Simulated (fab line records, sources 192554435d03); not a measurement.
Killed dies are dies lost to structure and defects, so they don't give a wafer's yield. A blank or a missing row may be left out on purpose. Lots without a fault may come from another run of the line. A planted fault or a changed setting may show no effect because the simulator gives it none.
A struck lot beside a sound one | flow n5_finfet | 16 steps out of a route of 1938
Sound: wafers L525.3, L525.4, L525.5. Struck: wafers L521.1, L521.2, L521.6. The cause comes at the end.
At each step with rows: each side's tool, then ch and its chambers, then its first start. Under that, the readings that differ: sound wafers | struck wafers | difference of the means | sigmas: that difference in standard deviations of wafers without a fault.
alike: readings whose means differ by less than 2 such deviations, and words and numbers that are the same on both sides. not compared: withheld readings, readings that some wafer has no value for, bounds like >300 that may hide the same value, and numbers for which the record gives no deviation and whose values overlap.
The two part at a step that has a row with sigmas, a row that says differs or no value, or rows on one side only. Numbers that don't overlap but have no deviation are shown without sigmas and don't part them. A reading that every wafer of one side lacks parts them only if that side has two wafers or more.

first, 3 steps without rows for these wafers: N5_BEOL_M1_SRD_40 (time 30 s); N5_BEOL_M1_PRECLEAN_42 (cleans in residue remover, time 60 s); N5_BEOL_M1_SRD_43 (time 30 s).
N5_BEOL_M1_CD_MEAS_35: target cd 18 nm, target cd y 21 nm.
  sound on cd_sem-03, day 10 12:04; struck on cd_sem-02, day 9 12:09
  alike: cd_nm
N5_BEOL_M1_DEGAS_44: time 60 s.
  sound on pvd_sputter-03, day 10 12:26; struck on pvd_sputter-03, day 9 12:23
  alike: heater_power_w
N5_BEOL_M1_PRE_CLEAN_45: time 30 s.
  sound on pvd_sputter-03, day 10 12:29; struck on pvd_sputter-03, day 9 12:26
  alike: heater_power_w
N5_BEOL_M1_ALD_84: deposits TaN, pulse time 2 s, purge time 3 s, co reactant purge time 2 s.
  sound on ald_metal-01 ch 0,1, day 10 12:41; struck on ald_metal-03 ch 0,1, day 9 12:30
  alike: heater_power_w
N5_BEOL_M1_SURFACE_TREAT_85:
  sound on pvd_sputter-03, day 10 12:58; struck on pvd_sputter-01, day 9 12:44
  not compared: throttle_valve_pct
then, 2 steps without rows for these wafers: N5_BEOL_M1_CVD_47 (deposits Co from CCTBA/H2, target thk 3 nm, time 223.8 s); N5_BEOL_M1_SPUTTER_48 (material Cu, target thk 4.5 nm, time 8.29 s).
N5_BEOL_M1_ANNEAL_49: time 240 s.
  sound on pvd_sputter-02, day 10 14:25; struck on pvd_sputter-01, day 9 13:07
  alike: heater_power_w, susceptor_temp_C
then, 1 step without rows for these wafers: N5_BEOL_M1_SPUTTER_79 (material Cu, target thk 4.5 nm, time 8.29 s).
N5_BEOL_M1_ANNEAL_80: time 240 s.
  sound on pvd_sputter-02, day 10 14:38; struck on pvd_sputter-01, day 9 13:20
  no value came back on the struck wafers for heater_power_w (W), susceptor_temp_C (C); on the sound wafers heater_power_w (W) reads 946 845 936
then, 1 step without rows for these wafers: N5_BEOL_M1_SPUTTER_81 (material Cu, target thk 4.5 nm, time 8.29 s).
N5_BEOL_M4_RC_MEAS_101:
  sound on prober-02 ch 0, day 11 22:31; struck on prober-02 ch 0, day 11 08:00
  reading       | sound             | struck            | difference | sigmas
  ION_P (uA/um) | 453 457 460       | 471 467 472       | +13        | +2
  VT_N (mV)     | 254.2 251.6 248.6 | 246.5 243.1 247.6 | -5.7       | -2
  alike: DIBL_N, DIBL_P, IOFF_N, IOFF_P, ION_N, SS_N, SS_P, VT_P
-- the record jumps here: 4 days lie between the struck wafers' starts before and after (it left off in module BEOL_M4 and takes up again in module PASSIVATION, whose first step shown is number 1936 of the route) --
N5_PASSIVATION_PROBE_49:
  the record has rows for the struck wafers here (prober-01, day 15 18:46) and none for the sound ones

WHERE THEY PART
First at N5_BEOL_M1_ANNEAL_80; last, within this record, at N5_PASSIVATION_PROBE_49.

WHY: what the simulator had put in
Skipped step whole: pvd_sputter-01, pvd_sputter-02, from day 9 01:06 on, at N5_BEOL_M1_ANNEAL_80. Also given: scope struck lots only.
